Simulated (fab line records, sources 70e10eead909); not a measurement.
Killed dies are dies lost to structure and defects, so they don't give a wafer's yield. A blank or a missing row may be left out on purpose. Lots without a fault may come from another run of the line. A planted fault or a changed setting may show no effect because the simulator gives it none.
Chamber matching | flow nand_harc | NHARC_A_STAIRCASE_ETCH_313 on rie_diel-05: 4 sister chambers
The step etches the open film in CF4/CHF3. 4 wafers are shown with their chamber, then 8 later ones without.

WAFERS WITH THEIR CHAMBER
wafer  | chamber | showerhead_plenum_p_Torr (Torr)
L084.5 | 3       | 1.68
L085.5 | 1       | 1.66
L086.6 | 0       | 1.59
L087.1 | 2       | 1.60

WAFERS WITHOUT THEIR CHAMBER
wafer  | showerhead_plenum_p_Torr (Torr)
L087.2 | 1.59
L087.3 | 1.68
L088.1 | 1.67
L088.2 | 1.58
L088.3 | 1.66
L093.1 | 1.67
L093.3 | 1.58
L093.4 | 1.58

WHICH CHAMBER EACH WENT THROUGH
wafer  | from the rows above     | in truth
L087.2 | can't be placed: 0 or 2 | 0
L087.3 | 3                       | 3
L088.1 | can't be placed: 1 or 3 | 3
L088.2 | can't be placed: 0 or 2 | 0
L088.3 | 1                       | 1
L093.1 | can't be placed: 1 or 3 | 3
L093.3 | can't be placed: 0 or 2 | 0
L093.4 | can't be placed: 0 or 2 | 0
Placed correctly: 2 of 8. Can't be placed from these rows: 6 (the true chamber is among the candidates in 6). Placed wrongly: 0.
How it was worked out, from the rows above alone: a wafer's distance from a chamber is the root of the sum, over the readings, of the square of ((its reading less the chamber's mean) divided by the reading's scatter). The wafer belongs to the nearest chamber; if the next one is less than 2 further off, it can't be placed. A chamber's mean is the mean of its shown wafers. The scatter: with one shown wafer a chamber, the root of the mean of the squares of how far each hidden wafer lies from its nearest shown one.
